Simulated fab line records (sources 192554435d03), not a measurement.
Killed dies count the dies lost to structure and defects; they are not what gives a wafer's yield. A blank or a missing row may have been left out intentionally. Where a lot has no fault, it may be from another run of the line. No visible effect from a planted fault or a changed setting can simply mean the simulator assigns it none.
fab line records -- flow n5Finfet
record: lots: 7, wafers: 21
route steps=1938 shown BEOL_M12@1649 BEOL_M14@1751 BEOL_M15@1797 TV_OPEN@1890 PASSIVATION@1901
startH: hours from the record's opening day to when the first of the lot's shown wafers began -- waitH: hours from the lot's prior step to this one -- " unchanged from the row above -- L1.1+2: a row that stands for several wafers -- - no value present, or no start provided -- * or withheld: withheld -- < > ~ a bound
route shown NAME@n: NAME is a module with steps in the file, n the number in the route of the first one -- usual: mean/standard deviation of fault-free wafers -- same: alike in all rows -- chamber/n: place in a boat -- sites: readings site by site -- _std_site: standard deviation of those values -- _edge_site: the outer-site mean with the inner-site mean subtracted -- radiusMm: for every site, how far away it sits from the centre of the wafer -- mask NAME#n: copy n -- behind: tool/chamber where the wafer was last shaped -- hold: cause of the lot's hold/its duration in hours/its outcome -- device: which transistor (n, p or np) failed to switch -- end of line: tests of these same wafers at the route's end -- where a step has no rows: the recipe by itself -- killed: dies that structure and defects cost at the first sort, which is not the same as the wafer's yield -- map: the dies of a wafer, with x for killed, . for not killed, _ for no die there
set.NAME: the setting as run; set.NAME@STEP: as run at that earlier step -- model.NAME: the simulator's own value behind a step, which no gauge read
one table per step and one row per wafer, for lots whose settings were changed on purpose
== steps ==
step: N5_BEOL_M12_SPUTTER_44
recipe: material: Ta, targetThkA: 100, tempC: 50, biasV: 80, powerW: 15000, chamberPressurePa: 0.07, timeS: 16.13
lot.wafer,tool,chamber,startH,waitH,set.powerW,model.Ta_of_BEOL_M12_SPUTTER_44.thkNm
L074.4+5,pvdSputter-01,-,278.05,0.0,15000,9.8
L074.6,pvdSputter-01,-,278.05,0.0,15000,10
L081.1+5,pvdSputter-03,-,338.07,0.0,15000,10
L081.6,pvdSputter-03,-,338.07,0.0,16470,10.8
L084.2,pvdSputter-02,-,340.89,0.0,16510,11
L084.4+6,pvdSputter-02,-,340.89,0.0,15000,10
L086.2,pvdSputter-03,-,375.61,0.0,15000,10
L086.3,pvdSputter-03,-,375.61,0.0,15000,9.8
L086.4,pvdSputter-03,-,375.61,0.0,15000,10.2
L088.2+4,pvdSputter-01,-,391.87,0.0,16040,10.6
L088.6,pvdSputter-01,-,391.87,0.0,15000,10
L093.1,pvdSputter-01,-,413.07,0.0,15000,10
L093.2,pvdSputter-01,-,413.07,0.0,15000,10.2
L093.3,pvdSputter-01,-,413.07,0.0,12550,8.4
L094.2,pvdSputter-02,-,422.30,0.0,12730,8.4
L094.3,pvdSputter-02,-,422.30,0.0,15000,10.2
L094.4,pvdSputter-02,-,422.30,0.0,12730,8.6
step: N5_BEOL_M14_ETCH_68
recipe: chemistry: N2/H2, target: SOC, maskMaterial: SiARC, sourceW: 3000, biasW: 350, tempC: 40, timeS: 450, ionEnergyEv: 200, pressureMtorr: 30, n2FlowSccm: 200, h2FlowSccm: 200
lot.wafer,tool,chamber,startH,waitH,set.timeS,model.SiARC_of_BEOL_M14_COAT_66.thkNm
L074.4,rieDiel-01,3,286.36,0.1,450,63.2
L074.5,rieDiel-01,1,286.36,0.1,396.2,69.6
L074.6,rieDiel-01,0,286.36,0.1,396.2,71
L081.1,rieDiel-04,3,346.53,0.1,450,66.2
L081.5,rieDiel-04,1,346.53,0.1,450,65.4
L081.6,rieDiel-04,2,346.53,0.1,376.4,73.8
L084.2,rieDiel-03,3,350.88,0.1,450,65.4
L084.4,rieDiel-03,2,350.88,0.1,450,66
L084.6,rieDiel-03,2,350.88,0.1,508.8,60.8
L086.2,rieDiel-01,0,387.22,0.1,450,65.4
L086.3,rieDiel-01,1,387.22,0.1,450,64.6
L086.4,rieDiel-01,3,387.22,0.1,450,64.8
L088.2,rieDiel-03,2,403.59,0.1,450,66
L088.4,rieDiel-03,1,403.59,0.1,370,73.6
L088.6,rieDiel-03,0,403.59,0.1,450,64.4
L093.1,rieDiel-01,0,420.47,0.1,450,65.4
L093.2,rieDiel-01,1,420.47,0.1,450,64.4
L093.3,rieDiel-01,3,420.47,0.1,450,64.2
L094.2,rieDiel-03,1,433.56,0.1,450,65.8
L094.3,rieDiel-03,0,433.56,0.1,352.9,75.4
L094.4,rieDiel-03,2,433.56,0.1,352.9,76.6
step: N5_BEOL_M15_COAT_22
recipe: spinRpm: 1704, resistThkNm: 800
lot.wafer,tool,chamber,startH,waitH,set.spinRpm,model.coat_of_BEOL_M15_COAT_22.thkNm
L074.4,lithoTrack-03,0,-,-,1597,823.4
L074.5,lithoTrack-03,0,-,-,1704,797.6
L074.6,lithoTrack-03,0,-,-,1704,795
L081.1,lithoTrack-01,0,-,-,1704,798.8
L081.5,lithoTrack-01,0,-,-,1559,836.8
L081.6,lithoTrack-01,0,-,-,1559,838.4
L084.2,lithoTrack-05,0,-,-,1704,804.4
L084.4,lithoTrack-05,0,-,-,1704,806.2
L084.6,lithoTrack-05,0,-,-,1704,804.6
L086.2,lithoTrack-05,0,-,-,1704,802.4
L086.3,lithoTrack-05,0,-,-,1704,802
L086.4,lithoTrack-05,0,-,-,1704,803
L088.2,lithoTrack-03,0,-,-,1704,801
L088.4,lithoTrack-03,0,-,-,1704,799
L088.6,lithoTrack-03,0,-,-,1704,800.4
L093.1,lithoTrack-01,0,-,-,1874,762.8
L093.2,lithoTrack-01,0,-,-,1704,799.6
L093.3,lithoTrack-01,0,-,-,1874,763.2
L094.2,lithoTrack-05,0,-,-,1704,804.6
L094.3,lithoTrack-05,0,-,-,1704,800
L094.4,lithoTrack-05,0,-,-,1704,803.4
step: N5_BEOL_M15_EBR_24
recipe: solvent: PGMEA, ebrWidthMm: 1.5
step: N5_BEOL_M15_SOFTBAKE_23
recipe: tempC: 130, timeS: 60
step: N5_BEOL_M15_DESCUM_33
recipe: chemistry: O2, timeS: 7.9, sourcePowerW: 50, biasPowerW: 20, pressureMtorr: 20, rfFrequencyHz: 2.712e+07, tempC: 40, o2FlowSccm: 225
step: N5_BEOL_M15_ETCH_61
recipe: chemistry: N2/H2, target: BARC, targetDepthA: 890, overetchA: 267, timeS: 67.9, ionEnergyEv: 200, pressureMtorr: 30, sourceW: 840, biasW: 150, n2FlowSccm: 200, h2FlowSccm: 200
lot.wafer,tool,chamber,startH,waitH,set.spinRpm@BEOL_M15_COAT_22,model.coat_of_BEOL_M15_COAT_22.thkNm
L074.4,rieDiel-02,3,291.11,0.0,1597,739.4
L074.5,rieDiel-02,0,291.11,0.0,1704,712.8
L074.6,rieDiel-02,1,291.11,0.0,1704,712.4
L081.1,rieDiel-05,1,352.11,0.0,1704,717.4
L081.5,rieDiel-05,3,352.11,0.0,1559,753
L081.6,rieDiel-05,0,352.11,0.0,1559,755.4
L084.2,rieDiel-06,0,355.46,0.0,1704,721.6
L084.4,rieDiel-06,0,355.46,0.0,1704,723.4
L084.6,rieDiel-06,0,355.46,0.0,1704,721
L086.2,rieDiel-02,3,395.60,0.0,1704,720
L086.3,rieDiel-02,2,395.60,0.0,1704,719.6
L086.4,rieDiel-02,0,395.60,0.0,1704,718.6
L088.2,rieDiel-05,1,409.48,0.0,1704,719.6
L088.4,rieDiel-05,0,409.48,0.0,1704,715.2
L088.6,rieDiel-05,1,409.48,0.0,1704,719
L093.1,rieDiel-02,3,428.03,0.0,1874,679.8
L093.2,rieDiel-02,2,428.03,0.0,1704,716.8
L093.3,rieDiel-02,0,428.03,0.0,1874,678.6
L094.2,rieDiel-02,3,438.66,0.0,1704,720.2
L094.3,rieDiel-02,0,438.66,0.0,1704,714.6
L094.4,rieDiel-02,1,438.66,0.0,1704,720.6
step: N5_BEOL_M15_TRENCH_ETCH_34
recipe: chemistry: C4F8/O2/Ar, target: SiO2, targetDepthA: 8729.3, heInnerTorr: 15, heOuterTorr: 30, timeS: 199, ionEnergyEv: 800, pressureMtorr: 20, sourceW: 1905, biasW: 2040, Ar_flow_sccm: 400, C4F8_flow_sccm: 16, O2_flow_sccm: 12
usual: rfVppV: 2239/31
lot.wafer,tool,chamber,startH,waitH,set.biasW,set.spinRpm@BEOL_M15_COAT_22,rfVppV,model.coat_of_BEOL_M15_COAT_22.thkNm
L074.4,rieDiel-02,3,291.16,0.0,2040,1597,2228,562.4
L074.5,rieDiel-02,0,291.16,0.0,2040,1704,2222,534.8
L074.6,rieDiel-02,1,291.16,0.0,2040,1704,2289,537
L081.1,rieDiel-05,1,352.16,0.0,2224,1704,2369,538.4
L081.5,rieDiel-05,3,352.16,0.0,2040,1559,2238,573.6
L081.6,rieDiel-05,0,352.16,0.0,2224,1559,2354,574.8
L084.2,rieDiel-06,0,355.53,0.1,1680,1704,1921,552.6
L084.4,rieDiel-06,0,355.53,0.1,1680,1704,1921,554.4
L084.6,rieDiel-06,0,355.53,0.1,2040,1704,2203,542.8
L086.2,rieDiel-02,3,395.66,0.0,2040,1704,2228,546.6
L086.3,rieDiel-02,2,395.66,0.0,2040,1704,2274,543
L086.4,rieDiel-02,0,395.66,0.0,2040,1704,2221,539.4
L088.2,rieDiel-05,1,409.53,0.0,2040,1704,2232,546.8
L088.4,rieDiel-05,0,409.53,0.0,2040,1704,2218,537.4
L088.6,rieDiel-05,1,409.53,0.0,2246,1704,2384,540.4
L093.1,rieDiel-02,3,428.08,0.0,2169,1874,2323,502.8
L093.2,rieDiel-02,2,428.08,0.0,2169,1704,2372,536.2
L093.3,rieDiel-02,0,428.08,0.0,2040,1874,2223,498
L094.2,rieDiel-02,3,438.71,0.0,2040,1704,2227,545.2
L094.3,rieDiel-02,0,438.71,0.0,2040,1704,2220,533.2
L094.4,rieDiel-02,1,438.71,0.0,2040,1704,2287,545.4
step: N5_PASSIVATION_ETCH_15
recipe: chemistry: CF4/N2, target: SiCN, targetDepthA: 750, taperDeg: 2, timeS: 81.2, ionEnergyEv: 150, maskMaterial: SiNx, pressureMtorr: 40, sourceW: 430, biasW: 70, Ar_flow_sccm: 100, cf4FlowSccm: 60, n2FlowSccm: 60
usual: rfVppV: 382.4/2.6
lot.wafer,tool,chamber,startH,waitH,set.biasW,rfVppV
L074.4,rieDiel-02,3,-,-,70,383.9
L074.5,rieDiel-02,1,-,-,70,386.5
L074.6,rieDiel-02,2,-,-,70,381.0
L084.2,rieDiel-02,2,-,-,70,380.0
L084.4,rieDiel-02,3,-,-,79.29,414.3
L084.6,rieDiel-02,3,-,-,79.29,414.3
L081.1,rieDiel-05,0,-,-,76.7,404.0
L081.5,rieDiel-05,1,-,-,76.7,407.2
L081.6,rieDiel-05,2,-,-,70,383.1
L086.2,rieDiel-06,0,-,-,70,377.5
L086.3,rieDiel-06,2,-,-,70,383.1
L086.4,rieDiel-06,3,-,-,70,386.7
L088.2,rieDiel-02,2,-,-,70,379.4
L088.4,rieDiel-02,0,-,-,82.23,425.1
L088.6,rieDiel-02,0,-,-,70,383.5
L093.1,rieDiel-06,2,-,-,70,383.1
L093.2,rieDiel-06,3,-,-,70,386.5
L093.3,rieDiel-06,0,-,-,70,378.2
L094.2,rieDiel-02,0,-,-,70,382.7
L094.3,rieDiel-02,1,-,-,70,383.2
L094.4,rieDiel-02,3,-,-,70,382.5
step: N5_PASSIVATION_EXPOSE_27
recipe: maskId: PAD, na: 0.55, sourceShape: conventional, sigmaOuter: 0.8, polarization: unpolarized, defocusNm: 0, doseMj: 32.3
lot.wafer,tool,chamber,startH,waitH,mask,set.doseMj
L074.4,krfScanner-01,0,301.68,-,PAD#0,33.73
L074.5+6,krfScanner-01,0,301.68,-,PAD#0,32.3
L084.2+4+6,krfScanner-01,0,370.47,-,PAD#0,32.3
L081.1+5,krfScanner-02,0,370.88,-,PAD#0,32.3
L081.6,krfScanner-02,0,370.88,-,PAD#0,33.65
L086.2+3+4,krfScanner-01,0,409.60,-,PAD#0,32.3
L088.2+6,krfScanner-02,0,422.17,-,PAD#0,32.3
L088.4,krfScanner-02,0,422.17,-,PAD#0,30.36
L093.1+2+3,krfScanner-02,0,440.01,-,PAD#0,32.3
L094.2,krfScanner-02,0,449.19,-,PAD#0,31.48
L094.3+4,krfScanner-02,0,449.19,-,PAD#0,32.3
step: N5_PASSIVATION_PEB_28
recipe: pebTempC: withheld, pebTimeS: *
step: N5_PASSIVATION_DEVELOP_29
recipe: developTimeS: 60, rinseLiquid: diw, dry: airSpin, devTempC: 21
step: N5_PASSIVATION_HARDBAKE_31
recipe: tempC: 130, timeS: 120
step: N5_PASSIVATION_CD_MEAS_30
recipe: targetCdNm: 4000, landingEnergyEv: 500, detector: seInlens, polarity: opening
usual: cdNm: 3999.1/2.1
lot.wafer,tool,chamber,startH,waitH,set.doseMj@PASSIVATION_EXPOSE_27,cdNm
L074.4,cdSem-02,0,301.85,-,33.73,4008.3
L074.5,cdSem-02,0,301.85,-,32.3,4001.1
L074.6,cdSem-02,0,301.85,-,32.3,3999.3
L084.2,cdSem-02,0,370.64,-,32.3,3996.8
L084.4,cdSem-02,0,370.64,-,32.3,3997.9
L084.6,cdSem-02,0,370.64,-,32.3,4001.0
L081.1,cdSem-03,0,371.05,-,32.3,3999.3
L081.5,cdSem-03,0,371.05,-,32.3,4000.7
L081.6,cdSem-03,0,371.05,-,33.65,4004.5
L086.2,cdSem-02,0,409.77,-,32.3,3999.9
L086.3,cdSem-02,0,409.77,-,32.3,3998.8
L086.4,cdSem-02,0,409.77,-,32.3,3997.7
L088.2,cdSem-03,0,422.34,-,32.3,4000.4
L088.4,cdSem-03,0,422.34,-,30.36,3986.2
L088.6,cdSem-03,0,422.34,-,32.3,3996.9
L093.1,cdSem-02,0,440.18,-,32.3,3999.6
L093.2,cdSem-02,0,440.18,-,32.3,3998.5
L093.3,cdSem-02,0,440.18,-,32.3,4000.0
L094.2,cdSem-02,0,449.36,-,31.48,3993.7
L094.3,cdSem-02,0,449.36,-,32.3,3999.2
L094.4,cdSem-02,0,449.36,-,32.3,3996.1
== key ==
split: step: N5_BEOL_M12_SPUTTER_44, setting: powerW, stated: 15000, by: wafer
response: step: N5_BEOL_M12_SPUTTER_44, reading: model.Ta_of_BEOL_M12_SPUTTER_44.thkNm, change: +0.102, per: 1%, r: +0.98
split: step: N5_BEOL_M14_ETCH_68, setting: timeS, stated: 450, by: wafer
response: step: N5_BEOL_M14_ETCH_68, reading: model.SiARC_of_BEOL_M14_COAT_66.thkNm, change: -0.476, per: 1%, r: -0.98
split: step: N5_BEOL_M15_COAT_22, setting: spinRpm, stated: 1704, by: wafer
response: step: N5_BEOL_M15_COAT_22, reading: model.coat_of_BEOL_M15_COAT_22.thkNm, change: -4.09, per: 1%, r: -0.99
response: step: N5_BEOL_M15_ETCH_61, reading: model.coat_of_BEOL_M15_COAT_22.thkNm, change: -4.05, per: 1%, r: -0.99
response: step: N5_BEOL_M15_TRENCH_ETCH_34, reading: model.coat_of_BEOL_M15_COAT_22.thkNm, change: -3.92, per: 1%, r: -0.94
split: step: N5_BEOL_M15_TRENCH_ETCH_34, setting: biasW, stated: 2040, by: wafer
response: step: N5_BEOL_M15_TRENCH_ETCH_34, reading: rfVppV, change: +15.9, per: 1%, r: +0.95
split: step: N5_PASSIVATION_ETCH_15, setting: biasW, stated: 70, by: wafer
response: step: N5_PASSIVATION_ETCH_15, reading: rfVppV, change: +2.5, per: 1%, r: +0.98
split: step: N5_PASSIVATION_EXPOSE_27, setting: doseMj, stated: 32.3, by: wafer
response: step: N5_PASSIVATION_CD_MEAS_30, reading: cdNm, change: +1.75, per: 1%, r: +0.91
